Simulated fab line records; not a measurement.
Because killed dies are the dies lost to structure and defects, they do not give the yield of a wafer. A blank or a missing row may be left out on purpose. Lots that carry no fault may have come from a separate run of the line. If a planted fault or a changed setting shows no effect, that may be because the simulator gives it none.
Problem report, 8D (eight disciplines) form, completed by code / flow n5Finfet / the parts of the form that need people (team, actions taken, sign-off) are left out

== 1. WHAT IS WRONG ==
Wafers without a fault read 436, standard deviation 87; rawDefectCount at N5_BEOL_M2_INSPECT_13 reads a mean of 1073 on 6 wafers belonging to 2 lots. That puts it +7.3 standard deviations away from the usual mean.
The step: inspects for defects (brightfield).
Seen first at day 10 05:34 on defectInspect-01, wafer L426.1. The record has a number at this step for 29 wafers belonging to 10 lots. Rule for "out" (also "out of limits"): further than 4 standard deviations from the usual mean. The other wafers with a number count as sound.

== 2. WHAT IT IS, AND WHAT IT ISN'T ==
question=which readings at this step | is=rawDefectCount | is not=-
question=which lots | is=L426, L427 | is not=L412, L415, L416, L417, L419, L431, L432, L435
question=which wafers of those lots | is=all that have a number | is not=-
question=read on which gauges | is=defectInspect-01 | is not=defectInspect-02
question=when | is=from day 10 05:34 | is not=up to then (14 sound wafers); but 9 sound wafers of L431, L432, L435 came after

== 3. WHAT RULES OUT EACH SUSPECT ==
Counting: a tool stays on the suspect list if, at a process step up to the reading, it processed all lots that are out and no sound lot following the first of them.
- the gauge at N5_BEOL_M2_INSPECT_13: ruled out. All the wafers that are out were read on defectInspect-01, but those of them that N5_PASSIVATION_PROBE_49 has rows for are out there too, on other tools.
- pvdSputter-03 at N5_BEOL_M1_ANNEAL_91 (time 240 s): ruled out as a lasting fault. Sound lots L432 ran on it after its first lot that is out, L426 (day 10 02:32).
- pvdSputter-03 at N5_BEOL_M1_SPUTTER_96 (material Cu, target thk 4.5 nm, time 8.29 s): ruled out as a lasting fault. Sound lots L432 ran on it after its first lot that is out, L426 (day 10 03:07).
- pecvd-02 at N5_BEOL_M2_ILD_DEP_00 (deposits SiOC from DEMS/O2, target thk 79 nm, time 15.3 s): kept. It processed each lot that is out, first L426 at day 10 04:14, and no sound lot thereafter; up to then, the last sound lot it processed was L417 at day 8 02:20.
The count leaves pecvd-02 at N5_BEOL_M2_ILD_DEP_00.

== 4. THE CAUSE (what the simulator had put in) ==
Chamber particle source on pecvd-02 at N5_BEOL_M2_ILD_DEP_00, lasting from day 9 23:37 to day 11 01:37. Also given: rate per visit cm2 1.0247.
After counting, this tool was the only one left.

== 5. THE EFFECT CHAIN, in route order ==
Rows list readings where the struck wafers' mean (over those with a number) sits beyond 3 standard deviations from the usual. Only readings for which the record gives a usual standard deviation are gone through. hours: the time from each lot's start at the first step in this table that gives one to its start at this step, as a median over the lots. sigmas: the change in usual standard deviations.
hours=0; step=N5_BEOL_M2_INSPECT_13; reading=rawDefectCount; usual=436; on struck wafers=1073; change=+637; sigmas=+7.3
hours=143; step=N5_PASSIVATION_PROBE_49; reading=defectLimitedYield; usual=91.5 %; on struck wafers=82.0; change=-9.5; sigmas=-6.8
hours=143; step=N5_PASSIVATION_PROBE_49; reading=killed_at_M0_to_M3; usual=32; on struck wafers=150; change=+118; sigmas=+11
hours=143; step=N5_PASSIVATION_PROBE_49; reading=killedDies; usual=100; on struck wafers=212; change=+112; sigmas=+6.6
hours=143; step=N5_PASSIVATION_PROBE_49; reading=sort_bin_5_function; usual=5.0 %; on struck wafers=11.6; change=+6.6; sigmas=+6.9
hours=143; step=N5_PASSIVATION_PROBE_49; reading=sortNPass; usual=1079; on struck wafers=967; change=-112; sigmas=-6.6
hours=143; step=N5_PASSIVATION_PROBE_49; reading=sortYieldPct; usual=91.4 %; on struck wafers=82.0; change=-9.5; sigmas=-6.3
Here are the process steps it includes:
- N5_PASSIVATION_PROBE_49
At these later measuring or inspecting steps, every struck wafer for which the step has a row has a number for every such reading, and none has moved that far: N5_BEOL_M4_RC_MEAS_101.

== 6. WHAT WOULD HAVE CAUGHT IT SOONER ==
Counted from the fault's start at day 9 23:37, it took 6 hours until the first out-of-limits reading at a measuring or inspecting step in this record, taken at day 10 05:34.
No tool reading at N5_BEOL_M2_ILD_DEP_00 that has a usual standard deviation in the record was out on any struck wafer, so an alarm limit of 4 standard deviations on those readings would not have fired.
Among the 2 lots that are out, L427 began N5_BEOL_M2_ILD_DEP_00 on pecvd-02 after day 10 05:34. Had the tool been put on hold then, it would have been spared.
